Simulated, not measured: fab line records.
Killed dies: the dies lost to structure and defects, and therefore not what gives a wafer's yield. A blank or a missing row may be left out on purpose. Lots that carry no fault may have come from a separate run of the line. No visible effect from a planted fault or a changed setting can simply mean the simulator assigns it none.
A struck lot beside a sound one	flow nandHarc	15 steps out of a route of 1302
Sound: wafers L591.2, L591.4, L591.5. Wafers L584.2, L584.4 were the ones struck. The cause is given at the end.
For every step that has rows: the tool of each side, followed by ch and its chambers, followed by its first start. Under that, the readings that differ: sound wafers	struck wafers	difference of the means	sigmas: that difference in standard deviations of wafers without a fault.
alike: a reading whose means differ by less than 2 such deviations, as well as words and numbers matching on both sides. not compared: withheld readings; readings where some wafer has no value; bounds like >300 that might hide an equal value; numbers whose values overlap and for which the record gives no deviation.
The two part at a step that has a row with sigmas, a row that says differs or no value, or rows on one side only. Numbers that have no deviation but don't overlap get no sigmas and don't part them. A reading that every wafer of one side lacks parts them only if that side has two wafers or more.

first, 5 steps without rows for these wafers: NHARC_A_CHANNEL_HOLE_D2_SOFTBAKE_05 (time 55 s); NHARC_A_CHANNEL_HOLE_D2_EBR_06; NHARC_A_CHANNEL_HOLE_D2_EXPOSE_07 (exposes mask HOLE D2, target cd 100 nm); NHARC_A_CHANNEL_HOLE_D2_PEB_08 (peb time 65 s); NHARC_A_CHANNEL_HOLE_D2_DEVELOP_09 (develop time 35 s).
NHARC_A_CHANNEL_HOLE_D2_CD_MEAS_10: the cd target is 100 nm.
  sound on cdSem-03 ch 0, day 21 04:55; struck on cdSem-01 ch 0, day 17 20:48
reading	sound	struck	difference	sigmas
cdNm (nm)	100.0 100.0 99.5	101.2 100.8	+1.2	+2
NHARC_A_CHANNEL_HOLE_D2_OVL_MEAS_11:
  sound on overlay-02, day 21 05:00; struck on overlay-01, day 17 20:53
  alike: overlayXNm, overlayYNm
NHARC_A_CHANNEL_HOLE_D2_INSPECT_12:
  sound on defectInspect-02, day 21 05:02; struck on defectInspect-02, day 17 20:55
  alike: rawDefectCount
NHARC_A_CHANNEL_HOLE_D2_DESCUM_15: chemistry O2, time 3 s.
  sound on rieDiel-03 ch 0,3, day 21 05:06; struck on rieDiel-03 ch 1,2, day 17 21:00
  alike: drypumpMotorCurrentA, mfcArSccm, oesProductAu, rfVppV, showerheadPlenumPTorr, throttleValvePct
  not compared: rfHoursCounterH
NHARC_A_CHANNEL_HOLE_D2_ETCH_38: etches the open film in CF4, target depth 39 nm, time 65 s.
  sound on rieDiel-03 ch 0,1,2, day 21 05:11; struck on rieDiel-03 ch 0,2, day 17 21:04
  alike: drypumpMotorCurrentA, mfcArSccm, oesProductAu, rfVppV, runLengthS, showerheadPlenumPTorr, throttleValvePct
  not compared: rfHoursCounterH
NHARC_A_CHANNEL_HOLE_D2_ETCH_39: etches the open film in N2/H2, target depth 260 nm, time 325 s.
  sound on rieDiel-03 ch 1,2,3; struck on rieDiel-03 ch 1,2
  alike: drypumpMotorCurrentA, mfcArSccm, oesProductAu, rfVppV, runLengthS, showerheadPlenumPTorr, throttleValvePct
  not compared: rfHoursCounterH
NHARC_A_CHANNEL_HOLE_D2_ETCH_34: etches the open film in CF4/CHF3, target depth 154 nm, time 77 s.
  sound on rieDiel-03 ch 0,1; struck on rieDiel-03 ch 0,2
  alike: drypumpMotorCurrentA, mfcArSccm, oesProductAu, rfVppV, runLengthS, showerheadPlenumPTorr, throttleValvePct
  not compared: rfHoursCounterH
NHARC_A_CHANNEL_HOLE_D2_ETCH_16: etches the open film in O2/COS, target depth 3100 nm, time 806 s.
  sound on rieDiel-03 ch 0,1, day 21 05:38; struck on rieDiel-03 ch 0,3, day 17 21:31
reading	sound	struck	difference	sigmas
runLengthS (s)	826.9 827.6 827.0	634.1 633.6	-193.3	-99 or more
  alike: drypumpMotorCurrentA, mfcArSccm, oesProductAu, rfVppV, showerheadPlenumPTorr, throttleValvePct
  not compared: rfHoursCounterH
NHARC_A_CHANNEL_HOLE_D2_CD_MEAS_18:
  sound on cdSem-03, day 21 06:13; struck on cdSem-03, day 17 22:05
  alike: cdNm
-- the record jumps here: 11 days lie between the struck wafers' starts before and after (it left off in module A_CHANNEL_HOLE_D2 and takes up again in module END, whose first step shown is number 1302 of the route) --
NHARC_END_SORT_01:
  at this point the record logs the struck wafers (prober-02 ch 0, day 29 00:02) and has no rows for the sound ones

WHERE THEY PART
First at NHARC_A_CHANNEL_HOLE_D2_CD_MEAS_10; last, within this record, at NHARC_END_SORT_01.

WHY: what had been put in by the simulator
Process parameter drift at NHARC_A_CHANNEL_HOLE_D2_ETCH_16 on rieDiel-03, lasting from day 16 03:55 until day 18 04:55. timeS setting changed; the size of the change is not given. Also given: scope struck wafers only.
